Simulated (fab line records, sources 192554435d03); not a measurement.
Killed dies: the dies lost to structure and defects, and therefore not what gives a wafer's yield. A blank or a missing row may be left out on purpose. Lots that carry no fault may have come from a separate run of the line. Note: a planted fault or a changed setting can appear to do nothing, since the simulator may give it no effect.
Chamber matching    flow n5 finfet    N5_GATE_CUT_PECVD_57 on pecvd-03 has 3 sister chambers
The step deposits SiNx from SiH4/NH3/N2, target thk 21 nm. 14 wafers are shown with their chamber, then 7 later ones without.

## WAFERS, EACH WITH ITS CHAMBER
wafer   chamber  showerhead plenum p Torr (Torr)  throttle valve pct (%)  heater power w (W)
L074.2  2        5.01                             38.6                    877
L074.4  1        5.21                             40.9                    785
L074.5  0        5.20                             39.6                    865
L076.2  2        5.00                             38.5                    831
L076.5  2        5.01                             38.3                    855
L076.6  1        5.22                             40.9                    830
L083.3  1        5.21                             40.8                    759
L083.4  0        5.19                             39.7                    755
L083.5  1        5.22                             40.7                    786
L087.1  1        5.21                             40.6                    825
L087.5  0        5.19                             39.6                    880
L087.6  2        5.01                             38.2                    911
L090.2  0        5.19                             40.0                    901
L090.3  2        5.01                             38.4                    912

SIGNATURES (averages over the wafers above)
reading                   chamber 0  chamber 1  chamber 2  scatter within a chamber
showerhead plenum p Torr  5.1925     5.2140     5.0080     0.005
throttle valve pct        39.725     40.780     38.400     0.158
heater power w            850.25     797.00     877.20     44
Rule: a wafer's distance from a chamber is the root of the sum, over the readings, of the square of ((its reading less the chamber's mean) divided by the reading's scatter). If the next closest chamber is less than 2 further off than the closest, the wafer can't be placed; otherwise it belongs to the closest. How the scatter is found: for the shown wafers, subtract from each reading the mean of its chamber, square and add these, divide the total by (wafers less chambers), then take the root.

## WAFERS WHOSE CHAMBER IS MISSING
wafer   showerhead plenum p Torr (Torr)  throttle valve pct (%)  heater power w (W)
L090.6  5.19                             40.0                    923
L094.1  5.19                             39.9                    754
L094.5  5.22                             40.6                    821
L094.6  5.19                             40.1                    758
L097.2  5.21                             40.7                    772
L097.4  5.18                             40.0                    815
L097.5  5.19                             40.0                    834

## WHICH CHAMBER EACH ONE RAN IN
wafer   from the rows above  in truth
L090.6  0                    0
L094.1  0                    0
L094.5  1                    1
L094.6  0                    0
L097.2  1                    1
L097.4  0                    0
L097.5  0                    0
7 of 7 placed correctly. From these rows, 0 cannot be placed. 0 placed wrongly.
